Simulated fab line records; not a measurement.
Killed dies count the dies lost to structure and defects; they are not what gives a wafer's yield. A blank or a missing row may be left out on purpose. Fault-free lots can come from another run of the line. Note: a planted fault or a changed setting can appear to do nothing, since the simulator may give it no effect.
fab line records ; flow n5Finfet
record: lots: 6; wafers: 16; lastDay: 20
route steps=1938 shown BEOL_M15@1802
lots with no fault: from the same line, run without faults
startH: the number of hours between the record's first day and the start of the first shown wafer of the lot ; waitH: hours since the lot's step before ; " same as the row above ; L1.1+2: a row that stands for several wafers ; - value missing, or start not given ; * or withheld: withheld ; < > ~ a bound
route shown NAME@n: NAME is a module with steps in the file, n the number in the route of the first one ; usual: mean/standard deviation of fault-free wafers ; same: alike in all rows ; chamber/n: place in a boat ; sites: readings site by site ; _std_site: the standard deviation of these ; _edge_site: the outer-site mean with the inner-site mean subtracted ; radiusMm: how far each site lies from the wafer's centre ; mask NAME#n: copy n ; behind: tool/chamber where the wafer was last shaped ; hold: why the lot went on hold/how many hours it stayed there/how the hold came to an end ; device: which transistor (n, p or np) failed to switch ; end of line: the tests these same wafers got at the end of their route ; a step given without rows: its recipe and nothing more ; killed: count of dies lost to structure and defects at first sort (not the wafer's yield) ; map: shows each die of a wafer: x if killed, . if not, _ if none is there
set.NAME: the run value of the setting; set.NAME@STEP: its run value at that earlier step ; model.NAME: the simulator's own value behind a step, which no gauge read
lots seen at some steps along the route; tables by step, rows by wafer
services: when a tool's chamber went out of use (startH, in hours from the record's first day, below 0 if earlier), for how many hours, and the reason
== steps ==
step: N5_BEOL_M15_DEVELOP_27
recipe: developTimeS: 45; rinseLiquid: diw; dry: airSpin; devTempC: 21
step: N5_BEOL_M15_HARDBAKE_32
recipe: tempC: 130; timeS: 120
step: N5_BEOL_M15_CD_MEAS_28
recipe: targetCdNm: 407.6; landingEnergyEv: 500; detector: seInlens
usual: cdNm: 408.2/2.3
lot.wafer;tool;chamber;startH;waitH;cdNm
L116.1;cdSem-02;0;271.83;-;405.6
L116.2;cdSem-02;0;271.83;-;406.5
L116.3;cdSem-02;0;271.83;-;406.0
L124.1;cdSem-03;0;324.68;-;408.8
L124.4;cdSem-03;0;324.68;-;412.6
L126.2;cdSem-02;0;329.57;-;406.1
L126.4;cdSem-02;0;329.57;-;405.9
L128.1;cdSem-02;0;341.84;-;409.5
L128.2;cdSem-02;0;341.84;-;408.1
L128.6;cdSem-02;0;341.84;-;409.0
L134.1;cdSem-03;0;370.22;-;414.3
L134.3;cdSem-03;0;370.22;-;414.4
L134.4;cdSem-03;0;370.22;-;412.8
L139.4;cdSem-01;0;455.33;-;404.8
L139.5;cdSem-01;0;455.33;-;406.6
L139.6;cdSem-01;0;455.33;-;403.3
step: N5_BEOL_M15_OVL_MEAS_29
recipe: pointsPerWafer: 44
usual: M15_OVL: -2/4.8
lot.wafer;tool;chamber;startH;waitH;M15_OVL[nm]
L116.1;overlay-02;0;271.86;0.0;-1
L116.2;overlay-02;0;271.86;0.0;0
L116.3;overlay-02;0;271.86;0.0;-7
L124.1;overlay-01;0;324.71;0.0;0
L124.4;overlay-01;0;324.71;0.0;-8
L126.2;overlay-02;0;329.60;0.0;4
L126.4;overlay-02;0;329.60;0.0;-1
L128.1;overlay-02;0;341.87;0.0;-2
L128.2;overlay-02;0;341.87;0.0;-1
L128.6;overlay-02;0;341.87;0.0;2
L134.1;overlay-02;0;370.25;0.0;-5
L134.3;overlay-02;0;370.25;0.0;-5
L134.4;overlay-02;0;370.25;0.0;-1
L139.4;overlay-02;0;455.35;0.0;-2
L139.5;overlay-02;0;455.35;0.0;2
L139.6;overlay-02;0;455.35;0.0;1
step: N5_BEOL_M15_INSPECT_30
recipe: mode: adi; inspectInstrument: macro
usual: rawDefectCount: 2.2/1.3
lot.wafer;tool;chamber;startH;waitH;rawDefectCount
L116.1;defectInspect-01;-;271.88;0.0;2
L116.2;defectInspect-01;-;271.88;0.0;1
L116.3;defectInspect-01;-;271.88;0.0;2
L124.1;defectInspect-01;-;324.73;0.0;3
L124.4;defectInspect-01;-;324.73;0.0;5
L126.2;defectInspect-02;-;329.62;0.0;2
L126.4;defectInspect-02;-;329.62;0.0;4
L128.1;defectInspect-01;-;341.89;0.0;2
L128.2;defectInspect-01;-;341.89;0.0;4
L128.6;defectInspect-01;-;341.89;0.0;2
L134.1;defectInspect-02;-;370.27;0.0;2
L134.3;defectInspect-02;-;370.27;0.0;1
L134.4;defectInspect-02;-;370.27;0.0;3
L139.4;defectInspect-01;-;455.38;0.0;3
L139.5;defectInspect-01;-;455.38;0.0;1
L139.6;defectInspect-01;-;455.38;0.0;3
step: N5_BEOL_M15_DESCUM_33
recipe: chemistry: O2; timeS: 7.9; sourcePowerW: 50; biasPowerW: 20; pressureMtorr: 20; rfFrequencyHz: 2.712e+07; tempC: 40; o2FlowSccm: 225
step: N5_BEOL_M15_ETCH_61
recipe: chemistry: N2/H2; target: BARC; targetDepthA: 890; overetchA: 267; timeS: 67.9; ionEnergyEv: 200; pressureMtorr: 30; sourceW: 840; biasW: 150; n2FlowSccm: 200; h2FlowSccm: 200
usual: drypumpMotorCurrentA: 5.7/0.49; oesProductAu: 0.66/0.054; rfFwdPowerW: 833/3.1; rfVppV: 523.2/2.4; showerheadPlenumPTorr: 2.52/0.083; throttleValvePct: 17.81/0.21
lot.wafer;tool;chamber;startH;waitH;drypumpMotorCurrentA;oesProductAu;rfFwdPowerW;rfHoursCounterH;rfVppV;showerheadPlenumPTorr;throttleValvePct
L116.1;rieDiel-03;3;271.95;0.0;5.1;0.68;834;118;526.5;2.66;17.94
L116.2;rieDiel-03;0;271.95;0.0;5.5;0.62;834;193;524.0;2.53;17.76
L116.3;rieDiel-03;2;271.95;0.0;6.1;0.62;836;194;521.5;2.42;17.58
L124.1;rieDiel-03;2;324.80;0.0;6.1;0.61;835;211;521.5;2.42;17.60
L124.4;rieDiel-03;0;324.80;0.0;5.5;0.62;831;211;525.0;2.52;17.82
L126.2;rieDiel-06;3;329.69;0.0;5.7;0.62;829;195;526.6;2.62;17.84
L126.4;rieDiel-06;1;329.69;0.0;5.6;0.64;826;163;517.9;2.35;18.18
L128.1;rieDiel-03;0;341.96;0.0;5.4;0.62;834;217;523.0;2.52;17.82
L128.2;rieDiel-03;2;341.96;0.0;6.1;0.61;833;216;522.0;2.41;17.64
L128.6;rieDiel-03;3;341.96;0.0;5.1;0.67;832;-;526.7;2.65;17.97
L134.1;rieDiel-05;0;370.34;0.0;5.6;0.80;832;6;522.6;2.49;17.66
L134.3;rieDiel-05;2;370.34;0.0;4.8;0.69;830;106;524.4;2.56;17.70
L134.4;rieDiel-05;1;370.34;0.0;6.5;0.71;833;61;522.8;2.47;17.74
L139.4;rieDiel-03;2;455.47;0.0;6.2;0.59;841;-;518.8;2.40;17.66
L139.5;rieDiel-03;3;455.47;0.0;5.1;0.64;833;-;528.1;2.64;18.04
L139.6;rieDiel-03;1;455.47;0.0;5.4;0.67;833;-;520.9;2.43;17.56
step: N5_BEOL_M15_TRENCH_ETCH_34
recipe: chemistry: C4F8/O2/Ar; target: SiO2; targetDepthA: 8729.3; heInnerTorr: 15; heOuterTorr: 30; timeS: 199; ionEnergyEv: 800; pressureMtorr: 20; sourceW: 1905; biasW: 2040; Ar_flow_sccm: 400; C4F8_flow_sccm: 16; O2_flow_sccm: 12
usual: drypumpMotorCurrentA: 5.7/0.49; oesProductAu: 0.77/0.066; rfFwdPowerW: 1899/5.8; rfVppV: 2215/41; showerheadPlenumPTorr: 3.41/0.11; throttleValvePct: 30.80/0.18
lot.wafer;tool;chamber;startH;waitH;drypumpMotorCurrentA;oesProductAu;rfFwdPowerW;rfHoursCounterH;rfVppV;showerheadPlenumPTorr;throttleValvePct
L116.1;rieDiel-03;3;272.00;0.0;5.1;0.78;1902;118;2185;3.59;30.91
L116.2;rieDiel-03;0;272.00;0.0;5.5;0.73;1901;194;2267;3.39;30.53
L116.3;rieDiel-03;2;272.00;0.0;6.1;0.73;1906;194;2235;3.29;30.58
L124.1;rieDiel-03;2;324.86;0.0;6.1;0.72;1899;211;2234;3.29;30.60
L124.4;rieDiel-03;0;324.86;0.0;5.5;0.72;1891;211;2265;3.38;30.54
L126.2;rieDiel-06;3;329.74;0.0;5.7;0.71;1899;195;2268;3.56;31.01
L126.4;rieDiel-06;1;329.74;0.0;5.6;0.76;1880;163;2224;3.16;30.81
L128.1;rieDiel-03;0;342.02;0.0;5.5;0.72;1912;217;2267;3.38;30.56
L128.2;rieDiel-03;2;342.02;0.0;6.2;0.72;1899;217;2233;3.28;30.61
L128.6;rieDiel-03;3;342.02;0.0;5.1;0.77;1888;-;2185;3.58;30.94
L134.1;rieDiel-05;0;370.40;0.0;5.6;0.94;1898;6;2173;3.37;30.79
L134.3;rieDiel-05;2;370.40;0.0;4.8;0.80;1895;106;2197;3.49;30.97
L134.4;rieDiel-05;1;370.40;0.0;6.5;0.82;1889;61;2259;3.35;30.81
L139.4;rieDiel-03;2;455.57;0.1;6.2;0.69;1901;-;2232;3.27;30.64
L139.5;rieDiel-03;3;455.57;0.1;5.1;0.74;1896;-;2182;3.56;30.96
L139.6;rieDiel-03;1;455.57;0.1;5.4;0.79;1903;-;2145;3.33;30.84
step: N5_BEOL_M15_STRIP_36
recipe: chemistry: O2; powerW: 600; tempC: 60; pressureMtorr: 30; rfFrequencyHz: 6e+07; biasPowerW: 0; overashFraction: 0.3; o2FlowSccm: 225
usual: drypumpMotorCurrentA: 5.7/0.44; oesProductAu: 0.76/0.06; rfVppV: 3.5/0.97; showerheadPlenumPTorr: 2.08/0.075; throttleValvePct: 16.66/0.17
lot.wafer;tool;chamber;startH;waitH;drypumpMotorCurrentA;oesProductAu;rfHoursCounterH;rfVppV;showerheadPlenumPTorr;throttleValvePct
L116.1;rieDiel-06;2;272.46;0.3;6.1;0.75;135;5.6;2.12;16.98
L116.2;rieDiel-06;1;272.46;0.3;5.5;0.79;145;2.7;1.93;16.80
L116.3;rieDiel-06;3;272.46;0.3;5.7;0.73;182;4.2;2.15;16.57
L124.1;rieDiel-06;0;326.85;1.8;5.9;0.70;205;2.8;2.16;16.59
L124.4;rieDiel-06;1;326.85;1.8;5.6;0.76;162;1.8;1.92;16.82
L126.2;rieDiel-06;3;330.10;0.2;5.7;0.72;195;4.1;2.15;16.57
L126.4;rieDiel-06;0;330.10;0.2;5.9;0.71;206;4.1;2.16;16.56
L128.1;rieDiel-05;1;344.63;2.4;6.5;0.83;54;2.4;2.04;16.51
L128.2;rieDiel-05;3;344.63;2.4;6.1;0.73;200;3.8;2.10;16.78
L128.6;rieDiel-05;3;344.63;2.4;6.1;0.73;-;3.2;2.10;16.80
L134.1;rieDiel-03;3;375.60;5.0;5.1;0.76;153;3.1;2.18;16.74
L134.3;rieDiel-03;1;375.60;5.0;5.4;0.82;97;2.3;2.02;16.47
L134.4;rieDiel-03;0;375.60;5.0;5.4;0.71;228;3.2;2.08;16.68
L139.4;rieDiel-03;3;455.74;0.1;5.1;0.75;-;3.6;2.17;16.78
L139.5;rieDiel-03;2;455.74;0.1;6.1;0.69;-;4.3;1.97;16.48
L139.6;rieDiel-03;1;455.74;0.1;5.4;0.78;-;3.5;2.01;16.51
step: N5_BEOL_M15_STRIP_62
recipe: chemistry: O2; powerW: 600; tempC: 60; pressureMtorr: 30; rfFrequencyHz: 6e+07; biasPowerW: 0; overashFraction: 0.3; o2FlowSccm: 225
usual: drypumpMotorCurrentA: 5.7/0.44; oesProductAu: 0.76/0.059; rfVppV: 3.7/0.49; showerheadPlenumPTorr: 2.08/0.075; throttleValvePct: 16.66/0.17
lot.wafer;tool;chamber;startH;waitH;drypumpMotorCurrentA;oesProductAu;rfHoursCounterH;rfVppV;showerheadPlenumPTorr;throttleValvePct
L116.1;rieDiel-06;2;-;-;6.0;0.76;135;3.5;2.12;16.97
L116.2;rieDiel-06;1;-;-;5.5;0.78;145;3.3;1.93;16.79
L116.3;rieDiel-06;3;-;-;5.7;0.74;182;3.5;2.15;16.59
L124.1;rieDiel-06;0;-;-;5.9;0.71;205;4.8;2.16;16.56
L124.4;rieDiel-06;1;-;-;5.5;0.75;162;3.7;1.92;16.81
L126.2;rieDiel-06;3;-;-;5.7;0.71;195;3.3;2.15;16.62
L126.4;rieDiel-06;0;-;-;5.9;0.71;206;3.7;2.16;16.56
L128.1;rieDiel-05;1;-;-;6.5;0.83;54;3.9;2.04;16.50
L128.2;rieDiel-05;3;-;-;6.1;0.72;200;4.4;2.10;16.79
L128.6;rieDiel-05;3;-;-;6.1;0.72;-;3.6;2.10;16.78
L134.1;rieDiel-03;3;-;-;5.1;0.76;153;3.5;2.18;16.74
L134.3;rieDiel-03;1;-;-;5.4;0.81;97;3.2;2.02;16.47
L134.4;rieDiel-03;0;-;-;5.5;0.71;228;3.1;2.07;16.68
L139.4;rieDiel-03;3;-;-;5.1;0.74;-;3.3;2.17;16.78
L139.5;rieDiel-03;2;-;-;6.2;0.69;-;3.9;1.97;16.49
L139.6;rieDiel-03;1;-;-;5.3;0.78;-;3.9;2.01;16.52
step: N5_BEOL_M15_STRIP_37
recipe: chemistry: O2; powerW: 600; tempC: 60; pressureMtorr: 30; rfFrequencyHz: 6e+07; biasPowerW: 0; overashFraction: 0.3; o2FlowSccm: 225
usual: drypumpMotorCurrentA: 5.7/0.44; oesProductAu: 0.76/0.059; rfVppV: 3.6/0.57; showerheadPlenumPTorr: 2.08/0.075; throttleValvePct: 16.66/0.17
lot.wafer;tool;chamber;startH;waitH;drypumpMotorCurrentA;oesProductAu;rfHoursCounterH;rfVppV;showerheadPlenumPTorr;throttleValvePct
L116.1;rieDiel-06;2;-;-;6.1;0.75;135;3.6;2.12;16.97
L116.2;rieDiel-06;1;-;-;5.5;0.76;145;2.7;1.93;16.79
L116.3;rieDiel-06;3;-;-;5.7;0.72;182;3.6;2.15;16.60
L124.1;rieDiel-06;0;-;-;5.9;0.71;205;3.8;2.16;16.57
L124.4;rieDiel-06;1;-;-;5.5;0.76;162;3.0;1.92;16.83
L126.2;rieDiel-06;3;-;-;5.7;0.71;195;4.0;2.15;16.64
L126.4;rieDiel-06;0;-;-;5.9;0.71;206;4.0;2.15;16.57
L128.1;rieDiel-05;1;-;-;6.5;0.83;54;4.6;2.04;16.50
L128.2;rieDiel-05;3;-;-;6.1;0.72;200;4.0;2.10;16.79
L128.6;rieDiel-05;3;-;-;6.1;0.73;-;4.1;2.10;16.81
L134.1;rieDiel-03;3;-;-;5.1;0.76;153;3.8;2.18;16.73
L134.3;rieDiel-03;1;-;-;5.4;0.81;97;4.8;2.02;16.49
L134.4;rieDiel-03;0;-;-;5.4;0.70;228;4.1;2.08;16.67
L139.4;rieDiel-03;3;-;-;5.1;0.75;-;3.6;2.17;16.78
L139.5;rieDiel-03;2;-;-;6.2;0.69;-;4.1;1.97;16.51
L139.6;rieDiel-03;1;-;-;5.4;0.79;-;3.9;2.01;16.50
step: N5_BEOL_M15_ETCH_38
recipe: chemistry: CF4/N2; target: SiCN; targetDepthA: 1064; taperDeg: 2; timeS: 120.5; ionEnergyEv: 150; maskMaterial: SiO2; pressureMtorr: 40; sourceW: 430; biasW: 70; Ar_flow_sccm: 100; cf4FlowSccm: 60; n2FlowSccm: 60
usual: drypumpMotorCurrentA: 5.7/0.43; oesProductAu: 0.76/0.06; rfFwdPowerW: 428.4/1.3; rfVppV: 382.1/2.2; showerheadPlenumPTorr: 2.19/0.079; throttleValvePct: 15.45/0.15
lot.wafer;tool;chamber;startH;waitH;drypumpMotorCurrentA;oesProductAu;rfFwdPowerW;rfHoursCounterH;rfVppV;showerheadPlenumPTorr;throttleValvePct;model.etch.depthNm
L116.1;rieDiel-06;2;272.58;-;6.0;0.75;430.5;135;382.7;2.22;15.68;95.15
L116.2;rieDiel-06;1;272.58;-;5.5;0.79;427.4;145;378.8;2.04;15.58;99.02
L116.3;rieDiel-06;3;272.58;-;5.7;0.71;430.9;182;384.1;2.29;15.49;93.14
L124.1;rieDiel-06;0;326.97;-;5.9;0.73;429.6;205;384.7;2.28;15.43;97.83
L124.4;rieDiel-06;1;326.97;-;5.6;0.92;426.2;162;378.4;2.03;15.63;129.9
L126.2;rieDiel-06;3;330.22;-;5.7;0.85;429.0;195;383.5;2.28;15.51;123.4
L126.4;rieDiel-06;0;330.22;-;5.9;0.88;428.8;206;383.1;2.28;15.43;129.2
L128.1;rieDiel-05;1;344.75;-;6.5;0.83;429.0;54;380.9;2.15;15.27;96.5
L128.2;rieDiel-05;3;344.75;-;6.1;0.72;428.7;200;382.7;2.18;15.44;94.13
L128.6;rieDiel-05;3;344.75;-;6.1;0.72;429.2;-;382.2;2.18;15.46;94.21
L134.1;rieDiel-03;3;375.72;-;5.1;0.75;428.4;153;385.1;2.30;15.55;93.07
L134.3;rieDiel-03;1;375.72;-;5.4;0.82;430.1;97;381.0;2.14;15.27;100.7
L134.4;rieDiel-03;0;375.72;-;5.4;0.71;429.1;228;381.8;2.17;15.43;97.74
L139.4;rieDiel-03;3;455.91;-;5.1;0.74;429.1;-;385.8;2.29;15.60;93.54
L139.5;rieDiel-03;2;455.91;-;6.1;0.70;427.6;-;379.4;2.09;15.33;97.98
L139.6;rieDiel-03;1;455.91;-;5.4;0.81;429.6;-;379.9;2.13;15.32;100
step: N5_BEOL_M15_PRECLEAN_39
recipe: chemistry: residueRemover; timeS: 60; tempC: 40
== services ==
tool;chamber;startH;hours;kind
rieDiel-06;3;291.19;8.3;repair
rieDiel-05;0;320.99;2.0;repair
rieDiel-06;1;332.37;8.2;repair
rieDiel-05;0;334.81;-;clean
rieDiel-05;0;334.81;-;consumableReplace:focusRing
rieDiel-05;0;334.81;13.4;scheduledDown
rieDiel-05;0;334.81;13.4;ventCycle
rieDiel-03;1;353.01;10.2;repair
rieDiel-03;2;354.84;6.4;repair
rieDiel-05;3;398.86;1.8;repair
rieDiel-06;3;407.97;4.8;repair
rieDiel-06;3;447.28;4.0;repair
rieDiel-03;0;455.25;-;clean
rieDiel-03;0;455.25;-;consumableReplace:focusRing
== key ==
firstSign: step: N5_BEOL_M15_ETCH_38; reading: oesProductAu; direction: up; sigmas: 2; usual: 0.76; struck: 0.88
effect none on later readings
modelEffect: step: N5_BEOL_M15_ETCH_38; value: etch.depthNm; without: 96.45; struck: 127.5
metAt N5_BEOL_M15_ETCH_38
struckWafers L124.4,L126.2,L126.4
onsetBetween 272.58 326.97
fault: kind: processParameterDrift; tool: rieDiel-06; chamber: -; onsetH: 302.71; steps: N5_BEOL_M15_ETCH_38; channel: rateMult; offset: 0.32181; shape: step; endH: 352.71; scope: struckWafersOnly
